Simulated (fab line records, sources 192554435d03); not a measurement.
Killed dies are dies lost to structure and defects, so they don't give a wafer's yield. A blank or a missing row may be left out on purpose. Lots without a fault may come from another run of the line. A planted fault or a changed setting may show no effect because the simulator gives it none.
fab line records | flow n5_finfet
record lots=7 wafers=20 last_day=15
route steps=1938 shown BEOL_M3@958 BEOL_M4@1111 PASSIVATION@1936
lots that met no fault: from a run of the same line without faults
start_h: hours from the record's first day to the start of the lot's first wafer shown | wait_h: hours since the lot's step before | " the same as in the row above | L1.1+2: a row that stands for several wafers | - no value, or no start given | * or withheld: withheld | < > ~ a bound
route shown NAME@n: a module of which the file shows steps, and the number in the route of the first | usual: mean/standard deviation of fault-free wafers | same: alike in all rows | chamber/n: place in a boat | sites: the reading at each site | _std_site: their standard deviation | _edge_site: outer sites' mean less inner sites' | radius_mm: how far each site lies from the wafer's centre | mask NAME#n: copy n | behind: the tool/chamber that last shaped the wafer | hold: why the lot was held/for how many hours/how that ended | device: the transistor (n, p or np) that didn't switch | end of line: the same wafers' tests at the end of the route | a step without rows: its recipe alone | killed: dies lost to structure and defects at the first sort, not the wafer's yield | map: a wafer's dies, x killed, . not, _ none there
set.NAME: the setting as run; set.NAME@STEP: as run at that earlier step | model.NAME: the simulator's own value behind a step, which no gauge read
lots at some steps of the route; a table a step, a row a wafer
services: from which hour (start_h, from the record's first day; less than 0 if before it) a tool's chamber was out of use, for how many hours, and why
## steps
# step N5_BEOL_M3_COAT_68
# recipe resist=SiARC temp_c=220 time_s=60 spin_rpm=1500 resist_thk_nm=12
# step N5_BEOL_M3_COAT_76
# recipe resist=underlayer temp_c=205 time_s=60 spin_rpm=1500 resist_thk_nm=5
# step N5_BEOL_M3_COAT_22
# recipe resist=CAR-EUV spin_rpm=1500 resist_thk_nm=30
# step N5_BEOL_M3_EBR_24
# recipe solvent=PGMEA ebr_width_mm=1.5
# step N5_BEOL_M3_SOFTBAKE_23
# recipe temp_c=110 time_s=60 resist=CAR-EUV
# step N5_BEOL_M3_EXPOSE_25
# recipe mask_id=V2 na=0.33 source_shape=quasar sigma_inner=0.2 sigma_outer=0.8 polarization=unpolarized defocus_nm=5 dose_mj=63
# step N5_BEOL_M3_PEB_26
# recipe peb_temp_c=100 peb_time_s=60 resist=CAR-EUV
# step N5_BEOL_M3_DEVELOP_27
# recipe develop_time_s=30 developer=TMAH resist=CAR-EUV rinse_liquid=surfactant_rinse dry=air_spin dev_temp_c=23
# step N5_BEOL_M3_CD_MEAS_28
# recipe target_cd_nm=25.7 landing_energy_ev=500 detector=se_inlens target_cd_y_nm=23.3 polarity=opening
# usual cd_nm=25.70/0.25
# columns lot.wafer tool chamber start_h wait_h cd_nm
L943.1 cd_sem-01 0 144.47 - 24.92
L943.4 " 0 " " 25.29
L943.6 " 0 " " 25.44
L944.2 cd_sem-01 0 156.97 - 25.75
L944.4 " 0 " " 26.00
L944.6 " 0 " " 26.13
L948.5 cd_sem-03 0 168.48 - 26.12
L948.6 " 0 " " 25.63
L952.4 cd_sem-01 0 203.95 - 25.72
L952.5 " 0 " " 25.95
L952.6 " 0 " " 25.97
L954.2 cd_sem-03 0 207.05 - 25.67
L954.3 " 0 " " 25.89
L954.6 " 0 " " 25.92
L956.2 cd_sem-02 0 231.15 - 25.99
L956.4 " 0 " " 25.94
L956.6 " 0 " " 26.10
L957.3 cd_sem-01 0 233.86 - 25.67
L957.5 " 0 " " 25.55
L957.6 " 0 " " 25.49
# step N5_BEOL_M3_OVL_MEAS_29
# recipe points_per_wafer=522
# usual V2_OVL=-0.6/0.77
# same points_per_wafer=522
# columns lot.wafer tool chamber start_h wait_h V2_OVL[nm]
L943.1 overlay-01 0 144.50 0.0 -1.6
L943.4 " 0 " " -0.8
L943.6 " 0 " " -0.8
L944.2 overlay-02 0 157.01 0.0 0.7
L944.4 " 0 " " 1.0
L944.6 " 0 " " 1.0
L948.5 overlay-01 0 168.53 0.0 -1.1
L948.6 " 0 " " -1.7
L952.4 overlay-01 0 203.99 0.0 -1.2
L952.5 " 0 " " -1.6
L952.6 " 0 " " -1.7
L954.2 overlay-02 0 207.09 0.0 -1.5
L954.3 " 0 " " 0.2
L954.6 " 0 " " -0.5
L956.2 overlay-01 0 231.18 0.0 -1.6
L956.4 " 0 " " -2.2
L956.6 " 0 " " -1.5
L957.3 overlay-02 0 233.90 0.0 -0.2
L957.5 " 0 " " 0.4
L957.6 " 0 " " -0.2
# step N5_BEOL_M3_INSPECT_30
# recipe mode=adi inspect_instrument=brightfield
# usual raw_defect_count=402/78
# columns lot.wafer tool chamber start_h wait_h raw_defect_count
L943.1 defect_inspect-01 - 144.57 0.1 416
L943.4 " - " " 439
L943.6 " - " " 378
L944.2 defect_inspect-02 - 157.06 0.0 583
L944.4 " - " " 434
L944.6 " - " " 390
L948.5 defect_inspect-01 - 168.57 0.0 447
L948.6 " - " " 337
L952.4 defect_inspect-02 - 204.05 0.0 359
L952.5 " - " " 464
L952.6 " - " " 371
L954.2 defect_inspect-01 - 207.14 0.0 240
L954.3 " - " " 650
L954.6 " - " " 424
L956.2 defect_inspect-01 - 231.24 0.0 378
L956.4 " - " " 348
L956.6 " - " " 414
L957.3 defect_inspect-02 - 233.95 0.0 338
L957.5 " - " " 331
L957.6 " - " " 365
# step N5_BEOL_M3_DESCUM_33
# recipe chemistry=O2 time_s=7 source_power_w=50 bias_power_w=20 pressure_mtorr=20 rf_frequency_hz=2.712e+07 temp_c=40 resist=CAR-EUV o2_flow_sccm=225
# usual chamber_pressure_mTorr=20.000/0.018 drypump_motor_current_A=5.8/0.42 oes_product_au=0.76/0.068 rf_vpp_V=243.2/1.3 showerhead_plenum_p_Torr=2.09/0.063 throttle_valve_pct=20.51/0.19
# same time_s=7
# columns lot.wafer tool chamber start_h wait_h chamber_pressure_mTorr drypump_motor_current_A oes_product_au rf_hours_counter_h rf_vpp_V showerhead_plenum_p_Torr throttle_valve_pct
L943.1 rie_diel-04 1 144.61 0.0 20.007 5.2 0.91 27 244.6 2.14 20.43
L943.4 " 2 " " 19.976 6.2 0.75 151 243.8 2.09 20.63
L943.6 " 2 " " 20.012 6.2 0.75 - 245.2 2.09 20.63
L944.2 rie_diel-02 1 157.09 0.0 19.995 6.0 0.78 105 241.4 2.03 20.80
L944.4 " 0 " " 19.992 5.8 0.74 - 241.4 2.08 20.61
L944.6 " 2 " " 20.029 6.2 0.74 - 243.6 2.18 20.59
L948.5 rie_diel-04 1 168.63 0.1 20.009 5.2 0.90 - 243.6 2.14 20.44
L948.6 " 0 " " 20.029 5.2 0.73 - 241.1 1.98 20.45
L952.4 rie_diel-04 0 204.10 0.0 20.005 5.2 0.71 - 241.2 1.98 20.45
L952.5 " 1 " " 19.981 5.2 0.87 - 243.1 2.13 20.44
L952.6 " 2 " " 20.017 6.2 0.74 - 244.2 2.09 20.65
L954.2 rie_diel-04 1 207.26 0.1 20.007 5.2 0.88 48 245.9 2.13 20.45
L954.3 " 0 " " 19.991 5.2 0.71 202 242.4 1.98 20.46
L954.6 " 1 " " 20.008 5.2 0.88 - 243.6 2.13 20.45
L956.2 rie_diel-02 0 231.35 0.1 19.996 5.8 0.74 222 242.4 2.07 20.64
L956.4 " 2 " " 20.011 6.3 0.71 185 245.0 2.18 20.65
L956.6 " 0 " " 20.000 5.8 0.73 - 242.6 2.07 20.64
L957.3 rie_diel-02 3 234.08 0.1 20.004 5.9 0.70 239 243.2 2.06 20.21
L957.5 " 3 " " 19.999 5.9 0.70 - 243.5 2.06 20.22
L957.6 " 2 " " 19.998 6.3 0.71 - 244.8 2.17 20.63
# step N5_BEOL_M3_ETCH_77
# recipe chemistry=N2/H2 target=underlayer target_depth_a=65 mask_material=CAR-EUV time_s=5.2 ion_energy_ev=200 pressure_mtorr=30 source_w=840 bias_w=150 n2_flow_sccm=200 h2_flow_sccm=200 ends=cleared
# usual chamber_pressure_mTorr=30.00/0.042 drypump_motor_current_A=5.8/0.42 etch_rf_on_time_s=5.22/0.099 oes_product_au=0.64/0.057 rf_vpp_V=523.8/2.7 showerhead_plenum_p_Torr=2.53/0.078 throttle_valve_pct=17.89/0.22
# columns lot.wafer tool chamber start_h wait_h chamber_pressure_mTorr drypump_motor_current_A etch_rf_on_time_s oes_product_au rf_hours_counter_h rf_vpp_V showerhead_plenum_p_Torr throttle_valve_pct
L943.1 rie_diel-04 1 144.64 0.0 30.02 5.2 5.41 0.75 27 525.5 2.60 17.78
L943.4 " 2 " " 29.99 6.2 5.25 0.62 151 523.4 2.53 17.98
L943.6 " 2 " " 30.06 6.2 5.24 0.62 - 526.3 2.53 17.96
L944.2 rie_diel-02 1 157.13 0.0 30.00 6.1 5.10 0.68 105 520.2 2.46 18.22
L944.4 " 0 " " 30.08 5.8 5.21 0.63 - 525.5 2.52 18.04
L944.6 " 2 " " 30.05 6.3 5.11 0.63 - 525.1 2.64 17.94
L948.5 rie_diel-04 1 168.65 0.0 29.98 5.2 5.36 0.74 - 523.5 2.59 17.79
L948.6 " 0 " " 30.10 5.2 3.54 0.78 - 521.1 2.43 17.97
L952.4 rie_diel-04 0 204.12 0.0 30.04 5.2 5.21 0.61 - 520.2 2.42 17.93
L952.5 " 1 " " 30.00 5.2 5.33 0.72 - 525.9 2.59 17.83
L952.6 " 2 " " 29.84 6.2 3.43 0.80 - 528.2 2.53 18.04
L954.2 rie_diel-04 1 207.29 0.0 29.97 5.2 5.40 0.71 48 525.5 2.59 17.79
L954.3 " 0 " " 29.98 5.2 5.33 0.60 202 521.1 2.42 17.96
L954.6 " 1 " " 30.03 5.2 3.57 0.90 - 524.4 2.59 17.83
L956.2 rie_diel-02 0 231.39 0.0 29.99 5.8 5.21 0.61 222 521.1 2.51 18.09
L956.4 " 2 " " 30.00 6.3 5.12 0.62 185 527.0 2.63 18.00
L956.6 " 0 " " 30.00 5.8 5.24 0.60 - 522.7 2.51 18.05
L957.3 rie_diel-02 3 234.11 0.0 30.01 5.9 5.30 0.59 239 521.5 2.50 17.77
L957.5 " 3 " " 30.01 5.9 5.25 0.59 - 522.0 2.50 17.79
L957.6 " 2 " " 29.98 6.3 5.25 0.61 - 527.0 2.63 17.99
# step N5_BEOL_M3_ETCH_69
# recipe chemistry=CF4 target=SiARC target_depth_a=156 mask_material=CAR-EUV time_s=26 ion_energy_ev=80 pressure_mtorr=40 source_w=545 bias_w=36 Ar_flow_sccm=100 cf4_flow_sccm=100 ends=cleared
# usual chamber_pressure_mTorr=40.01/0.035 drypump_motor_current_A=5.8/0.42 etch_rf_on_time_s=26.1/0.43 oes_product_au=0.64/0.057 rf_vpp_V=184.0/1 showerhead_plenum_p_Torr=2.14/0.058 throttle_valve_pct=15.70/0.18
# columns lot.wafer tool chamber start_h wait_h chamber_pressure_mTorr drypump_motor_current_A etch_rf_on_time_s oes_product_au rf_hours_counter_h rf_vpp_V showerhead_plenum_p_Torr throttle_valve_pct
L943.1 rie_diel-04 1 144.66 0.0 40.03 5.2 26.7 0.76 27 184.2 2.19 15.52
L943.4 " 2 " " 39.99 6.2 26.0 0.63 151 183.3 2.14 15.85
L943.6 " 2 " " 40.04 6.2 26.2 0.64 - 184.2 2.14 15.83
L944.2 rie_diel-02 1 157.14 0.0 40.01 6.0 26.4 0.66 105 183.5 2.07 15.86
L944.4 " 0 " " 40.03 5.8 26.7 0.62 - 184.0 2.12 15.81
L944.6 " 2 " " 39.98 6.3 25.9 0.63 - 184.2 2.22 15.73
L948.5 rie_diel-04 1 168.69 0.0 40.02 5.2 26.4 0.75 - 184.5 2.19 15.55
L948.6 " 0 " " 39.95 5.2 26.1 0.62 - 183.5 2.05 15.78
L952.4 rie_diel-04 0 204.16 0.0 40.01 5.2 26.4 0.61 - 181.8 2.05 15.83
L952.5 " 1 " " 39.97 5.2 26.7 0.73 - 184.8 2.18 15.58
L952.6 " 2 " " 40.00 6.2 25.9 0.62 - 183.8 2.13 15.88
L954.2 rie_diel-04 1 207.31 0.0 40.03 5.2 27.2 0.72 48 184.5 2.18 15.59
L954.3 " 0 " " 39.95 5.2 26.6 0.59 202 184.1 2.05 15.80
L954.6 " 1 " " 39.98 5.2 27.0 0.72 - 184.4 2.18 15.59
L956.2 rie_diel-02 0 231.40 0.0 40.06 5.7 26.1 0.61 222 182.7 2.11 15.85
L956.4 " 2 " " 39.96 6.3 25.6 0.62 185 185.5 2.21 15.77
L956.6 " 0 " " 40.05 5.8 26.2 0.61 - 183.9 2.11 15.83
L957.3 rie_diel-02 3 234.13 0.0 40.05 5.9 26.5 0.61 239 183.8 2.12 15.54
L957.5 " 3 " " 39.98 5.8 26.7 0.59 - 182.9 2.12 15.56
L957.6 " 2 " " 40.02 6.3 26.1 0.61 - 186.5 2.21 15.79
# step N5_BEOL_M4_RC_MEAS_101
# usual DIBL_N=36.3/1.7 DIBL_P=36.5/1.8 IOFF_N=0.16/0.033 IOFF_P=0.21/0.037 ION_N=675/11 ION_P=462/7.9 SS_N=71.6/0.64 SS_P=73.3/0.68 VT_N=249/3.3 VT_P=-250/3.3
# columns lot.wafer tool chamber start_h wait_h DIBL_N[mV/V] DIBL_P[mV/V] IOFF_N[nA/um] IOFF_P[nA/um] ION_N[uA/um] ION_P[uA/um] SS_N[mV/dec] SS_P[mV/dec] VT_N[mV] VT_P[mV]
L943.1 prober-01 0 159.31 0.0 35.6 37.3 0.15 0.20 666 452 71.2 73.1 252 -253
L943.4 " 0 " " 35.2 36.0 0.15 0.19 667 453 71.4 72.6 249 -252
L943.6 " 0 " " 36.0 37.2 0.15 0.20 661 453 72.1 73.0 253 -255
L944.2 prober-02 0 179.71 0.2 36.0 36.0 0.17 0.24 697 478 71.6 73.3 248 -249
L944.4 " 0 " " 35.7 36.2 0.16 0.24 670 467 71.5 73.4 251 -248
L944.6 " 0 " " 34.0 33.7 0.13 0.19 667 461 72.1 72.2 249 -250
L948.5 prober-02 0 183.47 0.6 35.5 36.1 0.15 0.21 683 476 72.1 72.8 250 -250
L948.6 " 0 " " 35.4 36.7 0.15 0.23 685 473 71.4 73.5 251 -248
L952.4 prober-02 0 224.24 0.6 36.8 36.9 0.14 0.19 669 451 71.4 73.1 253 -252
L952.5 " 0 " " 36.0 36.4 0.13 0.17 657 448 70.8 72.8 250 -257
L952.6 " 0 " " 35.1 36.4 0.13 0.19 672 463 70.9 74.2 251 -253
L954.2 prober-01 0 225.41 0.2 34.4 32.5 0.13 0.16 660 450 71.4 72.5 252 -255
L954.3 " 0 " " 36.8 36.6 0.17 0.21 674 455 71.7 73.4 250 -252
L954.6 " 0 " " 36.9 36.5 0.18 0.21 671 458 71.9 73.2 247 -252
L956.2 prober-02 0 251.13 0.2 36.7 36.9 0.17 0.20 680 464 71.4 73.0 250 -250
L956.4 " 0 " " 39.5 39.9 0.22 0.26 672 463 73.9 74.1 250 -247
L956.6 " 0 " " 37.2 36.5 0.16 0.20 670 456 71.7 73.1 251 -250
L957.3 prober-01 0 254.00 0.3 36.9 36.9 0.18 0.27 688 476 71.6 73.2 246 -244
L957.5 " 0 " " 38.6 38.4 0.22 0.32 683 476 72.2 73.3 246 -241
L957.6 " 0 " " 37.9 38.2 0.20 0.30 678 472 72.1 73.5 247 -242
# step N5_PASSIVATION_PROBE_49
# usual defect_limited_yield=91.3/1.5 killed_at_M0_to_M3=34/9.4 killed_at_M4_up=13/5.3 killed_at_contacts=13/5.7 killed_at_front_end=40/10 killed_at_other=3.7/2.8 killed_dies=103/17 killed_on_rim=13/4.2 killed_open=67/13 killed_short=35/8.5 sort_bin_5_function=5.0/0.98 sort_bin_6_memory=3.3/0.7 sort_n_pass=1077/17 sort_yield_pct=91.3/1.5
# same gross_dies=1180 killed_at_back_side=0 sort_bin_4_leakage[%]=0 sort_bin_8_speed[%]=0
# columns lot.wafer tool chamber start_h wait_h defect_limited_yield[%] killed_at_M0_to_M3 killed_at_M4_up killed_at_contacts killed_at_front_end killed_at_other killed_dies killed_on_rim killed_open killed_short sort_bin_5_function[%] sort_bin_6_memory[%] sort_n_pass sort_yield_pct[%]
L943.1 prober-01 - 261.51 0.0 91.2 38 10 9 46 1 104 9 70 34 4.7 3.7 1076 91.2
L943.4 prober-01 - 261.66 0.2 90.5 29 15 15 47 6 112 14 74 38 6.0 3.1 1068 90.5
L943.6 prober-01 - 261.76 0.3 90.2 39 10 22 44 1 116 14 68 46 5.4 4.1 1064 90.2
L944.2 prober-01 - 273.53 0.1 91.4 35 15 17 32 2 101 13 71 29 4.9 3.6 1079 91.4
L944.4 prober-01 - 273.63 0.2 89.1 43 13 18 52 3 129 18 85 42 6.9 3.6 1051 89.1
L944.6 prober-01 - 273.73 0.3 91.0 44 12 13 34 3 106 21 63 42 5.8 3.1 1074 91.0
L952.4 prober-01 - 331.44 0.2 94.0 25 6 9 28 3 71 10 44 27 3.7 2.2 1109 94.0
L952.5 prober-01 - 331.49 0.2 93.1 40 7 3 29 3 82 10 38 44 4.3 2.4 1098 93.1
L952.6 prober-01 - 331.54 0.3 93.6 26 14 4 25 7 76 11 44 32 3.9 2.2 1104 93.6
L954.2 prober-02 - 331.69 0.1 89.4 35 28 4 44 14 125 14 76 48 5.7 4.2 1055 89.4
L954.3 prober-02 - 331.74 0.1 89.9 41 17 10 48 3 119 20 81 32 5.6 3.7 1061 89.9
L954.6 prober-02 - 331.89 0.3 90.4 47 11 10 39 6 113 15 83 30 5.4 3.9 1067 90.4
L957.3 prober-02 - 353.27 0.1 91.1 33 12 5 54 1 105 12 62 40 4.5 3.7 1075 91.1
L957.5 prober-02 - 353.37 0.2 91.9 29 10 12 38 7 96 12 58 38 4.7 3.2 1084 91.9
L957.6 prober-02 - 353.42 0.3 91.2 30 12 6 52 4 104 12 65 36 5.0 3.5 1076 91.2
# killed by level:class
L943.1 BEOL_M0_SAQP:geometric_particle:open=15 FIN_SAQP:geometric_particle:open=14 FIN_SAQP:geometric_particle:short=8 BEOL_M4:geometric_particle:open=7 BEOL_M1:geometric_particle:open=6 BEOL_M2:geometric_particle:open=6 GATE_CUT:geometric_particle:short=5 MOL_CONTACT_COAG:geometric_particle:open=5
L943.4 FIN_SAQP:geometric_particle:open=14 MOL_CONTACT_COAG:geometric_particle:open=13 BEOL_M4:geometric_particle:open=10 BEOL_M1:geometric_particle:open=7 GATE_CUT:geometric_particle:short=6 BEOL_M0:geometric_particle:open=5 BEOL_M3:geometric_particle:short=5 FIN_SAQP:geometric_particle:short=4
L943.6 MOL_CONTACT_COAG:geometric_particle:open=17 FIN_SAQP:geometric_particle:open=14 FIN_SAQP:geometric_particle:short=12 BEOL_M3:geometric_particle:open=10 BEOL_M1:geometric_particle:open=9 BEOL_M0_SAQP:geometric_particle:short=8 MOL_CONTACT_COAG:geometric_particle:short=5 GATE_CUT:geometric_particle:short=4
L944.2 MOL_CONTACT_COAG:geometric_particle:open=11 STI_FIN_REVEAL:geometric_particle:open=9 FIN_SAQP:geometric_particle:open=7 BEOL_M2:geometric_particle:open=7 MOL_CONTACT_COAG:geometric_particle:short=6 BEOL_M0_SAQP:geometric_particle:short=6 BEOL_M3:geometric_particle:open=6 BEOL_M2:geometric_particle:short=5
L944.4 FIN_SAQP:geometric_particle:open=20 BEOL_M2:geometric_particle:open=17 MOL_CONTACT_COAG:geometric_particle:open=12 FIN_SAQP:geometric_particle:short=9 BEOL_M0_SAQP:geometric_particle:open=7 MOL_CONTACT_COAG:geometric_particle:short=6 BEOL_M4:geometric_particle:open=6 DUMMY_GATE:geometric_particle:open=5
L944.6 BEOL_M2:geometric_particle:open=11 FIN_SAQP:geometric_particle:short=9 BEOL_M0_SAQP:geometric_particle:open=8 FIN_SAQP:geometric_particle:open=7 MOL_CONTACT_COAG:geometric_particle:open=7 STI_FIN_REVEAL:geometric_particle:open=6 MOL_CONTACT_COAG:geometric_particle:short=6 BEOL_M0_SAQP:geometric_particle:short=6
L952.4 BEOL_M0_SAQP:geometric_particle:open=9 DUMMY_GATE:geometric_particle:open=6 MOL_CONTACT_COAG:geometric_particle:open=6 GATE_CUT:geometric_particle:short=5 BEOL_M0_SAQP:geometric_particle:short=5 FIN_SAQP:geometric_particle:short=4 ILD0:geometric_particle:open=3 MOL_CONTACT_COAG:geometric_particle:short=3
L952.5 BEOL_M0_SAQP:geometric_particle:open=13 BEOL_M0_SAQP:geometric_particle:short=11 ILD0:geometric_particle:short=8 FIN_SAQP:geometric_particle:short=5 BEOL_M1:geometric_particle:short=4 GATE_CUT:geometric_particle:short=3 BEOL_M1:geometric_particle:open=3 BEOL_M2:geometric_particle:open=3
L952.6 BEOL_M3:geometric_particle:open=8 STI_FIN_REVEAL:geometric_particle:open=5 BEOL_M2:geometric_particle:open=5 FIN_SAQP:geometric_particle:open=4 GATE_CUT:geometric_particle:short=4 BEOL_M0_SAQP:geometric_particle:short=4 BEOL_M1:geometric_particle:short=4 BEOL_M5:geometric_particle:short=4
L954.2 BEOL_M0_SAQP:geometric_particle:short=14 BEOL_M4:geometric_particle:open=14 FIN_SAQP:geometric_particle:short=6 STI_FIN_REVEAL:geometric_particle:open=6 MIM_TOP_ETCH:geometric_particle:open=6 GATE_CUT:geometric_particle:short=5 BEOL_M0_SAQP:geometric_particle:open=5 BEOL_M6:geometric_particle:open=5
L954.3 BEOL_M0_SAQP:geometric_particle:open=18 FIN_SAQP:geometric_particle:open=13 MOL_CONTACT_COAG:geometric_particle:open=8 BEOL_M0_SAQP:geometric_particle:short=8 BEOL_M4:geometric_particle:open=7 FIN_SAQP:geometric_particle:short=6 DUMMY_GATE:geometric_particle:open=6 STI_FIN_REVEAL:geometric_particle:open=5
L954.6 BEOL_M2:geometric_particle:open=25 STI_FIN_REVEAL:geometric_particle:open=10 MOL_CONTACT_COAG:geometric_particle:open=9 BEOL_M0_SAQP:geometric_particle:open=7 BEOL_M3:geometric_particle:open=6 BEOL_M4:geometric_particle:open=6 DUMMY_GATE:geometric_particle:open=5 BEOL_M0_SAQP:geometric_particle:short=5
L957.3 FIN_SAQP:geometric_particle:short=16 FIN_SAQP:geometric_particle:open=13 BEOL_M0_SAQP:geometric_particle:short=10 BEOL_M0_SAQP:geometric_particle:open=6 BEOL_M1:geometric_particle:open=6 BEOL_M2:geometric_particle:open=5 DUMMY_GATE:geometric_particle:open=4 MOL_CONTACT_COAG:geometric_particle:open=4
L957.5 FIN_SAQP:geometric_particle:open=11 MOL_CONTACT_COAG:geometric_particle:open=10 FIN_SAQP:geometric_particle:short=8 STI_FIN_REVEAL:geometric_particle:open=6 BEOL_M0_SAQP:geometric_particle:short=6 BEOL_M2:geometric_particle:open=5 BEOL_M0_SAQP:geometric_particle:open=5 BEOL_M3:geometric_particle:open=5
L957.6 FIN_SAQP:geometric_particle:open=15 FIN_SAQP:geometric_particle:short=10 STI_FIN_REVEAL:geometric_particle:open=9 BEOL_M1:geometric_particle:open=7 BEOL_M0_SAQP:geometric_particle:short=6 STARTING-WAFER:geometric_particle:short=5 MOL_CONTACT_COAG:geometric_particle:open=4 BEOL_M0_SAQP:geometric_particle:open=4
## services
# columns tool chamber start_h hours kind
rie_diel-02 3 143.02 4.5 repair
rie_diel-04 0 150.47 3.8 repair
rie_diel-02 3 155.23 9.1 repair
rie_diel-04 2 180.80 8.5 repair
rie_diel-04 3 189.27 - clean
rie_diel-04 3 189.27 - consumable_replace:focus_ring
rie_diel-04 3 189.27 22.4 scheduled_down
rie_diel-04 3 189.27 22.4 vent_cycle
rie_diel-02 - 189.99 2.8 pm
rie_diel-04 1 229.69 7.4 repair
## key
first_sign step=N5_BEOL_M3_ETCH_77 reading=etch_rf_on_time_s direction=down sigmas=17 usual=* struck=*
effect step=N5_BEOL_M3_ETCH_77 reading=oes_product_au direction=up sigmas=3.2 usual=0.64 struck=0.83
met_at N5_BEOL_M3_ETCH_77
struck_wafers L948.6,L952.6,L954.6
onset_between 144.64 168.65
fault kind=process_parameter_drift tool=rie_diel-04 chamber=- onset_h=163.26 steps=N5_BEOL_M3_ETCH_77 channel=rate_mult offset=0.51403 shape=step end_h=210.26 scope=struck_wafers_only
